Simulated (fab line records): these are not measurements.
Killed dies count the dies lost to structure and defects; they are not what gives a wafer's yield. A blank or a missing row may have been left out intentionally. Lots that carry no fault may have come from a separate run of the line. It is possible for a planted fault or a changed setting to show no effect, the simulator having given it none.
The tool behind it: which one? || flow nand harc || Sampling: 24 lots, 72 wafers, 5 of 1302 route steps

## WHAT EACH GAUGE READ, for each wafer
NHARC_A_ZERO_WELL_CD_MEAS_10 targets a cd of 2000 nm. Usual: cd nm 2000.1 nm, standard deviation 1.6.
{"lot": "L074", "measured": "day 7 09:44", "on": "cd sem-01", "cd nm (nm)": "1996.9 1999.7 1998.4", "flag": ""}
{"lot": "L075", "measured": "day 7 11:23", "on": "cd sem-01", "cd nm (nm)": "1997.4 2000.2 2000.7", "flag": ""}
{"lot": "L076", "measured": "day 7 18:08", "on": "cd sem-01", "cd nm (nm)": "2002.9 2000.6 2003.2", "flag": ""}
{"lot": "L077", "measured": "day 7 22:33", "on": "cd sem-03", "cd nm (nm)": "1998.8 1999.9 1998.3", "flag": ""}
{"lot": "L078", "measured": "day 8 11:38", "on": "cd sem-03", "cd nm (nm)": "2000.4 2003.0 1998.1", "flag": ""}
{"lot": "L079", "measured": "day 8 23:44", "on": "cd sem-01", "cd nm (nm)": "2001.3 2003.5 2003.1", "flag": ""}
{"lot": "L080", "measured": "day 9 08:51", "on": "cd sem-01", "cd nm (nm)": "2000.5 2001.2 2001.7", "flag": ""}
{"lot": "L081", "measured": "day 9 20:55", "on": "cd sem-02", "cd nm (nm)": "1999.9 2000.7 1999.2", "flag": ""}
{"lot": "L082", "measured": "day 10 09:56", "on": "cd sem-01", "cd nm (nm)": "1998.6 1999.8 1999.2", "flag": ""}
{"lot": "L083", "measured": "day 10 13:49", "on": "cd sem-03", "cd nm (nm)": "1999.5 1998.7 2001.9", "flag": ""}
{"lot": "L084", "measured": "day 11 04:36", "on": "cd sem-03", "cd nm (nm)": "1998.5 2000.5 2001.2", "flag": ""}
{"lot": "L085", "measured": "day 11 13:40", "on": "cd sem-01", "cd nm (nm)": "1996.8 2000.0 1999.5", "flag": ""}
{"lot": "L086", "measured": "day 11 16:35", "on": "cd sem-02", "cd nm (nm)": "1999.9 1997.8 1997.3", "flag": ""}
{"lot": "L087", "measured": "day 12 02:50", "on": "cd sem-03", "cd nm (nm)": "2001.6 1999.4 2001.0", "flag": ""}
{"lot": "L089", "measured": "day 13 01:14", "on": "cd sem-02", "cd nm (nm)": "2003.1 1999.7 2001.9", "flag": ""}
{"lot": "L088", "measured": "day 13 02:34", "on": "cd sem-02", "cd nm (nm)": "1998.5 1998.0 2000.1", "flag": ""}
{"lot": "L090", "measured": "day 13 19:26", "on": "cd sem-02", "cd nm (nm)": "2000.7 2001.0 2001.3", "flag": ""}
{"lot": "L091", "measured": "day 13 20:19", "on": "cd sem-02", "cd nm (nm)": "2001.7 2002.4 2000.6", "flag": ""}
{"lot": "L092", "measured": "day 14 13:16", "on": "cd sem-01", "cd nm (nm)": "1999.0 1997.9 1998.9", "flag": ""}
{"lot": "L093", "measured": "day 14 18:10", "on": "cd sem-01", "cd nm (nm)": "2000.0 1998.6 1997.6", "flag": ""}
{"lot": "L095", "measured": "day 15 06:31", "on": "cd sem-02", "cd nm (nm)": "1999.0 1997.4 1998.9", "flag": ""}
{"lot": "L094", "measured": "day 15 07:25", "on": "cd sem-01", "cd nm (nm)": "1997.9 1997.7 1998.4", "flag": ""}
{"lot": "L096", "measured": "day 15 20:29", "on": "cd sem-03", "cd nm (nm)": "1998.9 2001.5 2001.1", "flag": ""}
{"lot": "L097", "measured": "day 16 08:09", "on": "cd sem-01", "cd nm (nm)": "1998.4 2001.2 2001.0", "flag": ""}

NHARC_A_ONON_D1_THK_MEAS_30: measures by ellipsometry. Usual: thk nm 998 nm, standard deviation 11.
{"lot": "L074", "measured": "day 8 21:32", "on": "film metro-02", "thk nm (nm)": "1002 1002 1002", "flag": ""}
{"lot": "L075", "measured": "day 8 21:34", "on": "film metro-01", "thk nm (nm)": "992 994 993", "flag": ""}
{"lot": "L076", "measured": "day 9 05:19", "on": "film metro-02", "thk nm (nm)": "999 999 999", "flag": ""}
{"lot": "L077", "measured": "day 9 12:16", "on": "film metro-01", "thk nm (nm)": "981 982 981", "flag": ""}
{"lot": "L078", "measured": "day 10 04:38", "on": "film metro-01", "thk nm (nm)": "1000 998 1000", "flag": ""}
{"lot": "L079", "measured": "day 10 12:32", "on": "film metro-02", "thk nm (nm)": "984 984 985", "flag": ""}
{"lot": "L080", "measured": "day 10 20:59", "on": "film metro-02", "thk nm (nm)": "999 998 1000", "flag": ""}
{"lot": "L081", "measured": "day 11 10:29", "on": "film metro-02", "thk nm (nm)": "986 986 985", "flag": ""}
{"lot": "L082", "measured": "day 11 22:15", "on": "film metro-02", "thk nm (nm)": "1006 1007 1007", "flag": ""}
{"lot": "L083", "measured": "day 11 22:14", "on": "film metro-01", "thk nm (nm)": "1009 1011 1011", "flag": ""}
{"lot": "L084", "measured": "day 12 16:16", "on": "film metro-01", "thk nm (nm)": "990 989 990", "flag": ""}
{"lot": "L085", "measured": "day 13 00:18", "on": "film metro-02", "thk nm (nm)": "1022 1023 1024", "flag": ""}
{"lot": "L086", "measured": "day 13 10:21", "on": "film metro-01", "thk nm (nm)": "1003 1004 1003", "flag": ""}
{"lot": "L087", "measured": "day 13 14:47", "on": "film metro-01", "thk nm (nm)": "997 998 998", "flag": ""}
{"lot": "L089", "measured": "day 14 13:45", "on": "film metro-02", "thk nm (nm)": "1018 1018 1018", "flag": ""}
{"lot": "L088", "measured": "day 14 13:44", "on": "film metro-01", "thk nm (nm)": "1012 1014 1014", "flag": ""}
{"lot": "L090", "measured": "day 15 06:52", "on": "film metro-01", "thk nm (nm)": "983 982 982", "flag": ""}
{"lot": "L091", "measured": "day 15 06:52", "on": "film metro-02", "thk nm (nm)": "991 990 992", "flag": ""}
{"lot": "L092", "measured": "day 16 03:05", "on": "film metro-02", "thk nm (nm)": "990 991 992", "flag": ""}
{"lot": "L093", "measured": "day 16 03:05", "on": "film metro-01", "thk nm (nm)": "1009 1008 1010", "flag": ""}
{"lot": "L095", "measured": "day 16 20:50", "on": "film metro-01", "thk nm (nm)": "1000 1000 1001", "flag": ""}
{"lot": "L094", "measured": "day 16 20:51", "on": "film metro-01", "thk nm (nm)": "996 996 996", "flag": ""}
{"lot": "L096", "measured": "day 17 10:56", "on": "film metro-02", "thk nm (nm)": "998 999 997", "flag": ""}
{"lot": "L097", "measured": "day 17 19:55", "on": "film metro-02", "thk nm (nm)": "989 988 987", "flag": ""}

## TOOL THAT RAN EACH LOT (tool first, then ch and the chambers of the sampled wafers, then the start)
{"lot": "L074", "NHARC_P_M2_PVD_21": "pvd sputter-03, day 7 04:37 or earlier", "NHARC_P_BONDPAD_CMP_32": "cmp-04 ch 0,2,3, day 7 04:37", "NHARC_A_ZERO_WELL_ETCH_13": "rie si-05 ch 0,1,3, day 7 10:05"}
{"lot": "L075", "NHARC_P_M2_PVD_21": "pvd sputter-02, day 7 06:16 or earlier", "NHARC_P_BONDPAD_CMP_32": "cmp-03 ch 0,2, day 7 06:16", "NHARC_A_ZERO_WELL_ETCH_13": "rie si-03 ch 0,1,2, day 7 11:46"}
{"lot": "L076", "NHARC_P_M2_PVD_21": "pvd sputter-03, day 7 13:16 or earlier", "NHARC_P_BONDPAD_CMP_32": "cmp-04 ch 0,3, day 7 13:16", "NHARC_A_ZERO_WELL_ETCH_13": "rie si-05 ch 0,3, day 7 18:30"}
{"lot": "L077", "NHARC_P_M2_PVD_21": "pvd sputter-01, day 7 17:33 or earlier", "NHARC_P_BONDPAD_CMP_32": "cmp-02 ch 1,2, day 7 17:33", "NHARC_A_ZERO_WELL_ETCH_13": "rie si-05 ch 1,2,3, day 7 22:55"}
{"lot": "L078", "NHARC_P_M2_PVD_21": "pvd sputter-01, day 8 06:40 or earlier", "NHARC_P_BONDPAD_CMP_32": "cmp-04 ch 0,2,3, day 8 06:40", "NHARC_A_ZERO_WELL_ETCH_13": "rie si-05 ch 0,2,3, day 8 12:09"}
{"lot": "L079", "NHARC_P_M2_PVD_21": "pvd sputter-02, day 8 18:13 or earlier", "NHARC_P_BONDPAD_CMP_32": "cmp-03 ch 0,2,3, day 8 18:13", "NHARC_A_ZERO_WELL_ETCH_13": "rie si-05 ch 0,1,3, day 9 00:05"}
{"lot": "L080", "NHARC_P_M2_PVD_21": "pvd sputter-03, day 9 03:41 or earlier", "NHARC_P_BONDPAD_CMP_32": "cmp-04 ch 2,3, day 9 03:41", "NHARC_A_ZERO_WELL_ETCH_13": "rie si-03 ch 0,1, day 9 09:13"}
{"lot": "L081", "NHARC_P_M2_PVD_21": "pvd sputter-03, day 9 15:59 or earlier", "NHARC_P_BONDPAD_CMP_32": "cmp-02 ch 0,2, day 9 15:59", "NHARC_A_ZERO_WELL_ETCH_13": "rie si-05 ch 1,2, day 9 21:18"}
{"lot": "L082", "NHARC_P_M2_PVD_21": "pvd sputter-02, day 10 05:05 or earlier", "NHARC_P_BONDPAD_CMP_32": "cmp-02 ch 1,2,3, day 10 05:05", "NHARC_A_ZERO_WELL_ETCH_13": "rie si-05 ch 0,1,3, day 10 10:18"}
{"lot": "L083", "NHARC_P_M2_PVD_21": "pvd sputter-03, day 10 08:53 or earlier", "NHARC_P_BONDPAD_CMP_32": "cmp-03 ch 0,2,3, day 10 08:53", "NHARC_A_ZERO_WELL_ETCH_13": "rie si-03 ch 0,2, day 10 14:11"}
{"lot": "L084", "NHARC_P_M2_PVD_21": "pvd sputter-01, day 10 23:45 or earlier", "NHARC_P_BONDPAD_CMP_32": "cmp-02 ch 0,1,2, day 10 23:45", "NHARC_A_ZERO_WELL_ETCH_13": "rie si-05 ch 0,1, day 11 04:57"}
{"lot": "L085", "NHARC_P_M2_PVD_21": "pvd sputter-02, day 11 08:49 or earlier", "NHARC_P_BONDPAD_CMP_32": "cmp-04 ch 0,1,2, day 11 08:49", "NHARC_A_ZERO_WELL_ETCH_13": "rie si-03 ch 1,2, day 11 14:04"}
{"lot": "L086", "NHARC_P_M2_PVD_21": "pvd sputter-02, day 11 11:29 or earlier", "NHARC_P_BONDPAD_CMP_32": "cmp-02 ch 0,1,3, day 11 11:29", "NHARC_A_ZERO_WELL_ETCH_13": "rie si-05 ch 0,2,3, day 11 16:56"}
{"lot": "L087", "NHARC_P_M2_PVD_21": "pvd sputter-01, day 11 22:12 or earlier", "NHARC_P_BONDPAD_CMP_32": "cmp-04 ch 1,2,3, day 11 22:12", "NHARC_A_ZERO_WELL_ETCH_13": "rie si-03 ch 0,1,2, day 12 03:13"}
{"lot": "L089", "NHARC_P_M2_PVD_21": "pvd sputter-01, day 12 20:18 or earlier", "NHARC_P_BONDPAD_CMP_32": "cmp-02 ch 1,2, day 12 20:18", "NHARC_A_ZERO_WELL_ETCH_13": "rie si-03 ch 0,2, day 13 01:38"}
{"lot": "L088", "NHARC_P_M2_PVD_21": "pvd sputter-03, day 12 21:40 or earlier", "NHARC_P_BONDPAD_CMP_32": "cmp-04 ch 1,2, day 12 21:40", "NHARC_A_ZERO_WELL_ETCH_13": "rie si-05 ch 0,2,3, day 13 02:56"}
{"lot": "L090", "NHARC_P_M2_PVD_21": "pvd sputter-03, day 13 14:42 or earlier", "NHARC_P_BONDPAD_CMP_32": "cmp-04 ch 0,2, day 13 14:42", "NHARC_A_ZERO_WELL_ETCH_13": "rie si-03 ch 0,1,2, day 13 19:47"}
{"lot": "L091", "NHARC_P_M2_PVD_21": "pvd sputter-03, day 13 15:26 or earlier", "NHARC_P_BONDPAD_CMP_32": "cmp-02 ch 0,2,3, day 13 15:26", "NHARC_A_ZERO_WELL_ETCH_13": "rie si-04 ch 0,1,3, day 13 20:40"}
{"lot": "L092", "NHARC_P_M2_PVD_21": "pvd sputter-01, day 14 08:22 or earlier", "NHARC_P_BONDPAD_CMP_32": "cmp-03 ch 0,1,3, day 14 08:22", "NHARC_A_ZERO_WELL_ETCH_13": "rie si-05 ch 0,2,3, day 14 13:39"}
{"lot": "L093", "NHARC_P_M2_PVD_21": "pvd sputter-01, day 14 13:16 or earlier", "NHARC_P_BONDPAD_CMP_32": "cmp-02 ch 0,2,3, day 14 13:16", "NHARC_A_ZERO_WELL_ETCH_13": "rie si-03 ch 0,1,2, day 14 18:33"}
{"lot": "L095", "NHARC_P_M2_PVD_21": "pvd sputter-02, day 15 01:37 or earlier", "NHARC_P_BONDPAD_CMP_32": "cmp-04 ch 1,3, day 15 01:37", "NHARC_A_ZERO_WELL_ETCH_13": "rie si-05 ch 0,1,2, day 15 06:54"}
{"lot": "L094", "NHARC_P_M2_PVD_21": "pvd sputter-02, day 15 02:40 or earlier", "NHARC_P_BONDPAD_CMP_32": "cmp-03 ch 1,2,3, day 15 02:40", "NHARC_A_ZERO_WELL_ETCH_13": "rie si-03 ch 1,2,3, day 15 07:47"}
{"lot": "L096", "NHARC_P_M2_PVD_21": "pvd sputter-01, day 15 15:38 or earlier", "NHARC_P_BONDPAD_CMP_32": "cmp-02 ch 1,3, day 15 15:38", "NHARC_A_ZERO_WELL_ETCH_13": "rie si-03 ch 0,1,2, day 15 20:50"}
{"lot": "L097", "NHARC_P_M2_PVD_21": "pvd sputter-02, day 16 03:21 or earlier", "NHARC_P_BONDPAD_CMP_32": "cmp-02 ch 0,1,2, day 16 03:21", "NHARC_A_ZERO_WELL_ETCH_13": "rie si-04 ch 1,2,3, day 16 08:31"}
- NHARC_P_M2_PVD_21: deposits Cu, target thk 30 nm, time 20.49 s.
- NHARC_P_BONDPAD_CMP_32: polishes SiCN, target thk 200 nm.
- NHARC_A_ZERO_WELL_ETCH_13: etches the open film in HBr/Cl2, target depth 120 nm, time 40.1 s.

## WHAT THE TOOLS THEMSELVES READ (means of the sampled wafers that have a number; where no wafer has one, the mark that the record gives instead)
NHARC_P_M2_PVD_21. Usual: throttle valve pct 30.3 %, standard deviation 1.1.
{"lot": "L074", "tool": "pvd sputter-03", "throttle valve pct (%)": 29.8, "flag": ""}
{"lot": "L075", "tool": "pvd sputter-02", "throttle valve pct (%)": 31.3, "flag": ""}
{"lot": "L076", "tool": "pvd sputter-03", "throttle valve pct (%)": 29.8, "flag": ""}
{"lot": "L077", "tool": "pvd sputter-01", "throttle valve pct (%)": 29.5, "flag": ""}
{"lot": "L078", "tool": "pvd sputter-01", "throttle valve pct (%)": 30.1, "flag": ""}
{"lot": "L079", "tool": "pvd sputter-02", "throttle valve pct (%)": 31.4, "flag": ""}
{"lot": "L080", "tool": "pvd sputter-03", "throttle valve pct (%)": 30.3, "flag": ""}
{"lot": "L081", "tool": "pvd sputter-03", "throttle valve pct (%)": 30.6, "flag": ""}
{"lot": "L082", "tool": "pvd sputter-02", "throttle valve pct (%)": 30.7, "flag": ""}
{"lot": "L083", "tool": "pvd sputter-03", "throttle valve pct (%)": 30.2, "flag": ""}
{"lot": "L084", "tool": "pvd sputter-01", "throttle valve pct (%)": 28.9, "flag": ""}
{"lot": "L085", "tool": "pvd sputter-02", "throttle valve pct (%)": 30.6, "flag": ""}
{"lot": "L086", "tool": "pvd sputter-02", "throttle valve pct (%)": 30.6, "flag": ""}
{"lot": "L087", "tool": "pvd sputter-01", "throttle valve pct (%)": 29.7, "flag": ""}
{"lot": "L089", "tool": "pvd sputter-01", "throttle valve pct (%)": 30.8, "flag": ""}
{"lot": "L088", "tool": "pvd sputter-03", "throttle valve pct (%)": 30.4, "flag": ""}
{"lot": "L090", "tool": "pvd sputter-03", "throttle valve pct (%)": 29.7, "flag": ""}
{"lot": "L091", "tool": "pvd sputter-03", "throttle valve pct (%)": 29.9, "flag": ""}
{"lot": "L092", "tool": "pvd sputter-01", "throttle valve pct (%)": 30.2, "flag": ""}
{"lot": "L093", "tool": "pvd sputter-01", "throttle valve pct (%)": 29.1, "flag": ""}
{"lot": "L095", "tool": "pvd sputter-02", "throttle valve pct (%)": 30.6, "flag": ""}
{"lot": "L094", "tool": "pvd sputter-02", "throttle valve pct (%)": 30.7, "flag": ""}
{"lot": "L096", "tool": "pvd sputter-01", "throttle valve pct (%)": 28.9, "flag": ""}
{"lot": "L097", "tool": "pvd sputter-02", "throttle valve pct (%)": 30.8, "flag": ""}

NHARC_P_BONDPAD_CMP_32. Usual: motor current A 12.3 A, standard deviation 1.2.
{"lot": "L074", "tool": "cmp-04", "motor current A (A)": 12.8, "flag": ""}
{"lot": "L075", "tool": "cmp-03", "motor current A (A)": 13.1, "flag": ""}
{"lot": "L076", "tool": "cmp-04", "motor current A (A)": 12.9, "flag": ""}
{"lot": "L077", "tool": "cmp-02", "motor current A (A)": 11.9, "flag": ""}
{"lot": "L078", "tool": "cmp-04", "motor current A (A)": 12.2, "flag": ""}
{"lot": "L079", "tool": "cmp-03", "motor current A (A)": 13.1, "flag": ""}
{"lot": "L080", "tool": "cmp-04", "motor current A (A)": 12.2, "flag": ""}
{"lot": "L081", "tool": "cmp-02", "motor current A (A)": 11.4, "flag": ""}
{"lot": "L082", "tool": "cmp-02", "motor current A (A)": 12.5, "flag": ""}
{"lot": "L083", "tool": "cmp-03", "motor current A (A)": 12.6, "flag": ""}
{"lot": "L084", "tool": "cmp-02", "motor current A (A)": 11.8, "flag": ""}
{"lot": "L085", "tool": "cmp-04", "motor current A (A)": 12.6, "flag": ""}
{"lot": "L086", "tool": "cmp-02", "motor current A (A)": 11.5, "flag": ""}
{"lot": "L087", "tool": "cmp-04", "motor current A (A)": 12.0, "flag": ""}
{"lot": "L089", "tool": "cmp-02", "motor current A (A)": 12.7, "flag": ""}
{"lot": "L088", "tool": "cmp-04", "motor current A (A)": 12.2, "flag": ""}
{"lot": "L090", "tool": "cmp-04", "motor current A (A)": 12.7, "flag": ""}
{"lot": "L091", "tool": "cmp-02", "motor current A (A)": 12.6, "flag": ""}
{"lot": "L092", "tool": "cmp-03", "motor current A (A)": 11.6, "flag": ""}
{"lot": "L093", "tool": "cmp-02", "motor current A (A)": 12.5, "flag": ""}
{"lot": "L095", "tool": "cmp-04", "motor current A (A)": 12.6, "flag": ""}
{"lot": "L094", "tool": "cmp-03", "motor current A (A)": 12.2, "flag": ""}
{"lot": "L096", "tool": "cmp-02", "motor current A (A)": 12.5, "flag": ""}
{"lot": "L097", "tool": "cmp-02", "motor current A (A)": 11.9, "flag": ""}

NHARC_A_ZERO_WELL_ETCH_13. Usual: bias w 100.0 W, standard deviation 0.31; chamber pressure mTorr 15.000 mTorr, standard deviation 0.015; drypump motor current A 5.7 A, standard deviation 0.35; oes product au 1.002 a.u., standard deviation 0.0079; throttle valve pct 26.404 %, standard deviation 0.0092.
{"lot": "L074", "tool": "rie si-05", "bias w (W)": 99.9, "chamber pressure mTorr (mTorr)": 15.012, "drypump motor current A (A)": 5.4, "oes product au (a.u.)": 1.004, "throttle valve pct (%)": 26.393, "flag": ""}
{"lot": "L075", "tool": "rie si-03", "bias w (W)": 99.9, "chamber pressure mTorr (mTorr)": 14.999, "drypump motor current A (A)": 6.0, "oes product au (a.u.)": 1.001, "throttle valve pct (%)": 26.410, "flag": ""}
{"lot": "L076", "tool": "rie si-05", "bias w (W)": 100.0, "chamber pressure mTorr (mTorr)": 15.021, "drypump motor current A (A)": 5.4, "oes product au (a.u.)": 1.002, "throttle valve pct (%)": 26.402, "flag": ""}
{"lot": "L077", "tool": "rie si-05", "bias w (W)": 100.2, "chamber pressure mTorr (mTorr)": 15.006, "drypump motor current A (A)": 5.4, "oes product au (a.u.)": 1.007, "throttle valve pct (%)": 26.407, "flag": ""}
{"lot": "L078", "tool": "rie si-05", "bias w (W)": 100.3, "chamber pressure mTorr (mTorr)": 15.006, "drypump motor current A (A)": 5.4, "oes product au (a.u.)": 0.999, "throttle valve pct (%)": 26.408, "flag": ""}
{"lot": "L079", "tool": "rie si-05", "bias w (W)": 100.1, "chamber pressure mTorr (mTorr)": 14.996, "drypump motor current A (A)": 5.4, "oes product au (a.u.)": 0.999, "throttle valve pct (%)": 26.400, "flag": ""}
{"lot": "L080", "tool": "rie si-03", "bias w (W)": 100.2, "chamber pressure mTorr (mTorr)": 15.025, "drypump motor current A (A)": 5.8, "oes product au (a.u.)": 0.994, "throttle valve pct (%)": 26.402, "flag": ""}
{"lot": "L081", "tool": "rie si-05", "bias w (W)": 99.9, "chamber pressure mTorr (mTorr)": 14.996, "drypump motor current A (A)": 5.4, "oes product au (a.u.)": 1.012, "throttle valve pct (%)": 26.395, "flag": ""}
{"lot": "L082", "tool": "rie si-05", "bias w (W)": 99.9, "chamber pressure mTorr (mTorr)": 15.002, "drypump motor current A (A)": 5.4, "oes product au (a.u.)": 0.999, "throttle valve pct (%)": 26.408, "flag": ""}
{"lot": "L083", "tool": "rie si-03", "bias w (W)": 100.1, "chamber pressure mTorr (mTorr)": 15.008, "drypump motor current A (A)": 5.9, "oes product au (a.u.)": 0.996, "throttle valve pct (%)": 26.399, "flag": ""}
{"lot": "L084", "tool": "rie si-05", "bias w (W)": 100.5, "chamber pressure mTorr (mTorr)": 15.007, "drypump motor current A (A)": 5.4, "oes product au (a.u.)": 1.008, "throttle valve pct (%)": 26.402, "flag": ""}
{"lot": "L085", "tool": "rie si-03", "bias w (W)": 100.3, "chamber pressure mTorr (mTorr)": 14.997, "drypump motor current A (A)": 6.1, "oes product au (a.u.)": 1.008, "throttle valve pct (%)": 26.401, "flag": ""}
{"lot": "L086", "tool": "rie si-05", "bias w (W)": 100.3, "chamber pressure mTorr (mTorr)": 14.999, "drypump motor current A (A)": 5.4, "oes product au (a.u.)": 1.005, "throttle valve pct (%)": 26.408, "flag": ""}
{"lot": "L087", "tool": "rie si-03", "bias w (W)": 100.1, "chamber pressure mTorr (mTorr)": 15.005, "drypump motor current A (A)": 5.9, "oes product au (a.u.)": 1.003, "throttle valve pct (%)": 26.397, "flag": ""}
{"lot": "L089", "tool": "rie si-03", "bias w (W)": 99.8, "chamber pressure mTorr (mTorr)": 15.017, "drypump motor current A (A)": 5.8, "oes product au (a.u.)": 0.998, "throttle valve pct (%)": 26.407, "flag": ""}
{"lot": "L088", "tool": "rie si-05", "bias w (W)": 100.0, "chamber pressure mTorr (mTorr)": 14.997, "drypump motor current A (A)": 5.4, "oes product au (a.u.)": 1.004, "throttle valve pct (%)": 26.407, "flag": ""}
{"lot": "L090", "tool": "rie si-03", "bias w (W)": 99.9, "chamber pressure mTorr (mTorr)": 14.990, "drypump motor current A (A)": 6.0, "oes product au (a.u.)": 1.003, "throttle valve pct (%)": 26.410, "flag": ""}
{"lot": "L091", "tool": "rie si-04", "bias w (W)": 100.3, "chamber pressure mTorr (mTorr)": 15.005, "drypump motor current A (A)": 5.2, "oes product au (a.u.)": 1.005, "throttle valve pct (%)": 26.403, "flag": ""}
{"lot": "L092", "tool": "rie si-05", "bias w (W)": 100.0, "chamber pressure mTorr (mTorr)": 14.999, "drypump motor current A (A)": 5.4, "oes product au (a.u.)": 1.010, "throttle valve pct (%)": 26.401, "flag": ""}
{"lot": "L093", "tool": "rie si-03", "bias w (W)": 99.7, "chamber pressure mTorr (mTorr)": 15.019, "drypump motor current A (A)": 6.0, "oes product au (a.u.)": 1.003, "throttle valve pct (%)": 26.406, "flag": ""}
{"lot": "L095", "tool": "rie si-05", "bias w (W)": 99.8, "chamber pressure mTorr (mTorr)": 14.989, "drypump motor current A (A)": 5.4, "oes product au (a.u.)": 1.005, "throttle valve pct (%)": 26.406, "flag": ""}
{"lot": "L094", "tool": "rie si-03", "bias w (W)": 99.9, "chamber pressure mTorr (mTorr)": 14.984, "drypump motor current A (A)": 6.1, "oes product au (a.u.)": 0.995, "throttle valve pct (%)": 26.402, "flag": ""}
{"lot": "L096", "tool": "rie si-03", "bias w (W)": 100.0, "chamber pressure mTorr (mTorr)": 15.005, "drypump motor current A (A)": 6.0, "oes product au (a.u.)": 1.001, "throttle valve pct (%)": 26.412, "flag": ""}
{"lot": "L097", "tool": "rie si-04", "bias w (W)": 100.0, "chamber pressure mTorr (mTorr)": 14.991, "drypump motor current A (A)": 5.2, "oes product au (a.u.)": 1.002, "throttle valve pct (%)": 26.404, "flag": ""}

## THE ANSWER, worked out from the rows above alone
Rule: take the mean of a lot's wafers that have a number; if it is more than 3 standard deviations from the usual mean, the lot is off. A lot without any number at a reading at which 4 lots or more have one is off too. Where the step has rows for the other lots, those lots are counted as sound. First the gauges in route order, then the tools' own readings, where a lot's mean is used as printed above. The first step at which some lot is off is used, and at that step the reading that is off furthest; a lot without a number counts as furthest.
None of the lots is off at any reading shown; this tells nothing.

## WHAT THE SIMULATOR HAD INSERTED
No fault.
